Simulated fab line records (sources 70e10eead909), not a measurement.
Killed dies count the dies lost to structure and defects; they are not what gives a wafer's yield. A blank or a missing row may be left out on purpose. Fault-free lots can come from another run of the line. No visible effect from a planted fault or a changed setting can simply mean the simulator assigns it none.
Which of the tools did it? -- flow nand_harc -- 21 wafers from 7 lots sampled at 2 of the route's 1302 steps

== WHAT THE GAUGES READ, wafer by wafer ==
NHARC_A_BLC_CD_MEAS_10 targets a cd of 100 nm.
lot,measured,on,cd_nm (nm)
L886,day 23 16:25,cd_sem-01,99.8 100.4 100.8
L889,day 25 19:11,cd_sem-02,100.2 99.9 99.2
L892,day 26 20:50,cd_sem-02,101.1 100.7 100.8
L900,day 29 18:26,cd_sem-02,101.0 100.5 100.6
L903,day 31 03:08,cd_sem-01,100.2 100.3 100.5
L905,day 31 16:24,cd_sem-02,100.4 99.4 101.2
L906,day 32 17:41,cd_sem-01,100.2 99.9 99.6

== EACH LOT AND THE TOOL THAT RAN IT (in order: tool; ch and the chambers of the sampled wafers; start) ==
lot,NHARC_A_CONTACT_ETCH_30
L886,"rie_diel-08 ch 0,2,3, day 23 16:25 or earlier"
L889,"rie_diel-08 ch 0,2,3, day 25 19:11 or earlier"
L892,"rie_diel-08 ch 0,1,2, day 26 20:50 or earlier"
L900,"rie_diel-02 ch 0,1,3, day 29 18:26 or earlier"
L903,"rie_diel-08 ch 2,3, day 31 03:08 or earlier"
L905,"rie_diel-03 ch 0,1,2, day 31 16:24 or earlier"
L906,"rie_diel-08 ch 0,1,2, day 32 17:41 or earlier"
- NHARC_A_CONTACT_ETCH_30: etches the open film in CF4/CHF3, target depth 72.6 nm, time 36.3 s.

== THE ANSWER, worked out from the rows above alone ==
Rule: the usual values come from the lots themselves. Put in order of their means at a reading, lots are off if they are a third of the lots or fewer, leave a main group of 4 or more, and stand apart from it by a gap of 3 or more times the standard deviation of the main group's means; of several such gaps the widest counts. Not used: any main group whose means are identical at the precision the tables above print for the reading. A lot without any number at a reading at which 4 lots or more have one is off too. The other lots that the step has rows for count as sound.
No lot is off on any of the readings shown, so nothing can be concluded from this.

== WHAT THE SIMULATOR PUT IN ==
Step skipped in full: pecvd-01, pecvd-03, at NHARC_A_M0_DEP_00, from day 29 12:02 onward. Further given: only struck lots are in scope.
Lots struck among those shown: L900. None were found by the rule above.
